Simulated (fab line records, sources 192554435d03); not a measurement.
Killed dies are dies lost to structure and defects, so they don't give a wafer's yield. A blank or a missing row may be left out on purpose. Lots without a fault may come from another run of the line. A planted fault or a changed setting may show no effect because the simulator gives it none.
Split-lot experiment | flow n5_finfet | 7 lots, 39 wafers read, on a route of 1938 steps

THE SPLIT
At N5_GATE_CUT_ETCH_56 (etches TiN in Cl2/Ar, target depth 21.6 nm), the setting icp_w was moved away from the recipe's 600 W on 15 of the 39 wafers read, by -13.0% to +19.1%. The other wafers ran this setting at the recipe's value.

The reading is taken at the split's own step.

THE READING
etch.depth_nm (the simulator's own value, which no gauge read), in nm, at N5_GATE_CUT_ETCH_56 (etches TiN in Cl2/Ar, target depth 21.6 nm). The file gives no usual value for it. The 24 wafers here that ran the recipe average 21.81 nm, standard deviation 0.36 nm.

wafer  | tool, chamber at the split | icp_w as run, W | against the recipe | etch.depth_nm, nm | against lot-mates on the recipe
L074.1 | rie_metal-03, 0            | 600             | recipe             | 22.4              | -
L074.2 | rie_metal-03, 0            | 600             | recipe             | 22.42             | -
L074.3 | rie_metal-03, 0            | 600             | recipe             | 22.25             | -
L074.4 | rie_metal-03, 0            | 600             | recipe             | 22.29             | -
L074.5 | rie_metal-03, 0            | 600             | recipe             | 22.38             | -
L074.6 | rie_metal-03, 0            | 600             | recipe             | 22.3              | -
L075.1 | rie_metal-01, 0            | 639.3           | +6.5%              | 23.36             | +1.80
L075.2 | rie_metal-01, 1            | 600             | recipe             | 21.39             | -
L075.3 | rie_metal-01, 0            | 639.3           | +6.5%              | 23.28             | +1.72
L075.4 | rie_metal-01, 1            | 639.3           | +6.5%              | 22.5              | +0.94
L075.5 | rie_metal-01, 0            | 600             | recipe             | 21.85             | -
L075.6 | rie_metal-01, 1            | 600             | recipe             | 21.43             | -
L077.1 | rie_metal-02, 0            | 559.7           | -6.7%              | 20.51             | -1.09
L077.2 | rie_metal-02, 1            | 559.7           | -6.7%              | 20.42             | -1.18
L077.3 | rie_metal-02, 1            | 559.7           | -6.7%              | 20.32             | -1.28
L077.4 | rie_metal-02, 0            | 600             | recipe             | 21.83             | -
L077.5 | rie_metal-02, 0            | 600             | recipe             | 21.66             | -
L077.6 | rie_metal-02, 1            | 600             | recipe             | 21.32             | -
L078.1 | rie_metal-02, 0            | 600             | recipe             | 21.55             | -
L078.2 | rie_metal-02, 1            | 600             | recipe             | 21.5              | -
L078.3 | rie_metal-02, 0            | 521.8           | -13.0%             | 19.2              | -2.35
L078.4 | rie_metal-02, 1            | 600             | recipe             | 21.61             | -
L078.5 | rie_metal-02, 1            | 521.8           | -13.0%             | 18.98             | -2.57
L078.6 | rie_metal-02, 0            | 521.8           | -13.0%             | 19.03             | -2.52
L091.2 | rie_metal-01, 1            | 600             | recipe             | 21.92             | -
L091.3 | rie_metal-01, 0            | 600             | recipe             | 21.93             | -
L091.5 | rie_metal-01, 0            | 600             | recipe             | 21.73             | -
L093.1 | rie_metal-03, 0            | 600             | recipe             | 21.99             | -
L093.2 | rie_metal-03, 1            | 600             | recipe             | 21.3              | -
L093.3 | rie_metal-03, 0            | 600             | recipe             | 21.97             | -
L093.4 | rie_metal-03, 1            | 714.9           | +19.1%             | 24.91             | +3.16
L093.5 | rie_metal-03, 1            | 714.9           | +19.1%             | 24.7              | +2.95
L093.6 | rie_metal-03, 0            | 714.9           | +19.1%             | 25.38             | +3.63
L095.1 | rie_metal-01, 1            | 540.2           | -10.0%             | 19.82             | -1.67
L095.2 | rie_metal-01, 0            | 600             | recipe             | 21.36             | -
L095.3 | rie_metal-01, 0            | 540.2           | -10.0%             | 19.63             | -1.86
L095.4 | rie_metal-01, 1            | 540.2           | -10.0%             | 19.75             | -1.74
L095.5 | rie_metal-01, 0            | 600             | recipe             | 21.48             | -
L095.6 | rie_metal-01, 1            | 600             | recipe             | 21.64             | -

THE FIT
A straight line over all 39 wafers: etch.depth_nm changes by +0.186 nm for each +1% of icp_w; r = +0.97; the points scatter about the line by 0.35 nm.
The same after taking each lot's own level away (the mean of its wafers on the recipe; 39 wafers): +0.179 nm for each +1%; r = +0.99; scatter 0.23 nm.
On that fit, the largest move of icp_w shifts the reading by 3.4 nm.
The lots' own levels span 21.493 to 22.340 nm, that is 2.3 times the standard deviation above.
So the lot-to-lot level changes the slope little: the two slopes agree.
Check: with one of the wafers moved furthest among these (+19.1%) left out of the fit, the line predicts +3.5 nm for it against its lot-mates. It came out at +3.16 nm against them.

OTHER SPLITS ON THESE WAFERS
These wafers also went through other splits before the reading. Each is held against what the fit with the lots' levels taken away leaves over:
other split on the same wafers | wafers away from the commonest value | r with etch.depth_nm (lot level and that fit taken away)
N5_HKMG_FIN_ETCH_32 bias_w     | 18                                   | -0.27

THE FILE'S OWN FIT
etch.depth_nm changes by +0.179 nm for each +1% of icp_w, r = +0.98.
